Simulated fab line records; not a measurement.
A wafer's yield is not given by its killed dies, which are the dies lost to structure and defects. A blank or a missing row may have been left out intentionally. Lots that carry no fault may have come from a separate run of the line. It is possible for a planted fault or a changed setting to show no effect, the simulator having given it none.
Chamber matching | flow n5Finfet | N5_MIM_TOP_ETCH_PECVD_03 on pecvd-01: 3 sister chambers
The step deposits SiNx from SiH4/NH3/N2, target thk 20 nm, time 17.6 s. 18 wafers are shown with their chamber, then 9 later ones without.

## WAFERS PAIRED WITH THEIR CHAMBERS
wafer  | chamber | throttleValvePct (%) | showerheadPlenumPTorr (Torr) | heaterPowerW (W)
L074.1 | 2       | 37.5                 | 5.32                         | 846
L074.4 | 0       | 39.7                 | 5.13                         | 695
L074.5 | 2       | 37.6                 | 5.31                         | 838
L080.3 | 1       | 45.5                 | 5.23                         | 902
L080.4 | 2       | 37.5                 | 5.32                         | 722
L080.5 | 1       | 45.4                 | 5.22                         | 889
L087.1 | 0       | 39.8                 | 5.13                         | 695
L087.5 | 0       | 39.6                 | 5.13                         | 677
L087.6 | 2       | 37.6                 | 5.31                         | 852
L088.1 | 1       | 45.5                 | 5.22                         | 924
L088.3 | 0       | 39.5                 | 5.13                         | 712
L088.4 | 1       | 45.4                 | 5.22                         | 916
L093.3 | 0       | 39.5                 | 5.12                         | 738
L093.4 | 0       | 39.7                 | 5.12                         | 749
L093.6 | 2       | 37.7                 | 5.32                         | 767
L092.1 | 2       | 37.5                 | 5.32                         | 827
L092.2 | 1       | 45.9                 | 5.22                         | 789
L092.3 | 0       | 39.6                 | 5.13                         | 756

SIGNATURES (averages over the wafers above)
reading               | chamber 0 | chamber 1 | chamber 2 | scatter within a chamber
throttleValvePct      | 39.629    | 45.540    | 37.567    | 0.137
showerheadPlenumPTorr | 5.1271    | 5.2220    | 5.3167    | 0.00487
heaterPowerW          | 717.43    | 884.00    | 808.67    | 45.7
Rule: a wafer's distance from a chamber is the root of the sum, over the readings, of the square of ((its reading less the chamber's mean) divided by the reading's scatter). The wafer belongs to the nearest chamber; if the next one is less than 2 further off, it can't be placed. The scatter: take each reading less its chamber's mean, square it, sum over the shown wafers, divide by the number of wafers less the number of chambers, and take the root.

## WAFERS MISSING THEIR CHAMBER
wafer  | throttleValvePct (%) | showerheadPlenumPTorr (Torr) | heaterPowerW (W)
L094.1 | 45.7                 | 5.21                         | 900
L094.5 | 45.8                 | 5.23                         | 875
L094.6 | 39.6                 | 5.13                         | 764
L095.2 | 45.7                 | 5.22                         | 888
L095.3 | 39.5                 | 5.13                         | 722
L095.4 | 37.5                 | 5.33                         | 768
L096.2 | 37.7                 | 5.31                         | 762
L096.4 | 45.7                 | 5.22                         | 791
L096.6 | 39.5                 | 5.13                         | 714

## WHICH CHAMBER EACH ONE RAN IN
wafer  | from the rows above | in truth
L094.1 | 1                   | 1
L094.5 | 1                   | 1
L094.6 | 0                   | 0
L095.2 | 1                   | 1
L095.3 | 0                   | 0
L095.4 | 2                   | 2
L096.2 | 2                   | 2
L096.4 | 1                   | 1
L096.6 | 0                   | 0
Correct placement for 9 of the 9. Not placeable from these rows: 0. Placed wrongly: 0.
